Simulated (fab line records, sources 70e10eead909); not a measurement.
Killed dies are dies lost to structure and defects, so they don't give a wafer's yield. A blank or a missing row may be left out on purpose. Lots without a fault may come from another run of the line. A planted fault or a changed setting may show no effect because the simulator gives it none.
One fault seen from 2 desks | flow nand_harc | each desk has only its own numbers; what lay behind them comes last

THE TOOL OWNER'S DESK: rie_diel-10
The tool's own readings at NHARC_A_WL_FILL_ETCHBACK_16 (etches the open film in C4F8/O2/Ar, target depth 120 nm, time 24 s): means of the sampled wafers that have a number, for each lot that ran on this tool. A lot is out of limits, marked OUT, if its mean lies more than 4 standard deviations from the usual mean; the brackets give that distance.
Columns: A = oes_product_au at NHARC_A_WL_FILL_ETCHBACK_16, usual 0.98 a.u.; B = rf_vpp_V at NHARC_A_WL_FILL_ETCHBACK_16, usual 725 V; C = run_length_s at NHARC_A_WL_FILL_ETCHBACK_16, usual 45.4 s
lot  | first seen here | A    | B   | C
L617 | day 23 12:59    | 1.00 | 723 | 45.4
L619 | day 23 23:18    | 0.92 | 723 | 45.3
L624 | day 26 12:50    | 1.00 | 722 | 38.9 (-16) OUT
L625 | day 27 00:44    | 1.00 | 728 | 35.5 (-24) OUT
L628 | day 27 10:07    | 0.93 | 724 | 35.4 (-24) OUT
L633 | day 30 15:31    | 1.00 | 730 | 45.5
This desk's finding: out of limits on L624, L625, L628; first on L624, day 26 12:50 (run_length_s at NHARC_A_WL_FILL_ETCHBACK_16). In limits: L617, L619, L633.

THE METROLOGY DESK
What the gauges read, lot by lot, whatever tool the lot ran on: means of the sampled wafers that have a number. A lot is out of limits, marked OUT, if its mean lies more than 4 standard deviations from the usual mean; the brackets give that distance.
Columns: A = cd_nm at NHARC_A_SLIT_CD_MEAS_21, usual 289.5 nm
lot  | first seen here | A
L611 | day 19 16:03    | 289.7
L612 | day 20 13:28    | 288.4
L616 | day 22 09:39    | 290.6
L618 | day 22 14:07    | 289.4
L617 | day 22 14:43    | 288.7
L619 | day 23 02:18    | 290.7
L620 | day 23 03:01    | 289.8
L624 | day 25 15:49    | 289.4
L625 | day 26 03:35    | 289.8
L628 | day 26 14:03    | 289.1
L630 | day 28 10:35    | 290.4
L632 | day 29 04:02    | 289.6
L633 | day 29 19:32    | 289.2
This desk's finding: nothing out of limits on any of the 13 lots.

PUT TOGETHER
The tool owner's desk could have raised an alarm at day 26 12:50, on L624, L625, L628.
The metrology desk saw nothing out of limits.
The metrology desk has L624, L625, L628 on record, within its limits.
Of the lots named, all ran NHARC_A_WL_FILL_ETCHBACK_16 on rie_diel-10.

WHAT THE SIMULATOR HAD PUT IN
Process parameter drift: rie_diel-10, from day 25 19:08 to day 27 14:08, at NHARC_A_WL_FILL_ETCHBACK_16. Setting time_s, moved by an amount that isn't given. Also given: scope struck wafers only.
Lots struck among those shown: L624, L625, L628.
Hours from the fault's start to each desk's first reading out of limits: the tool owner's desk, 18.
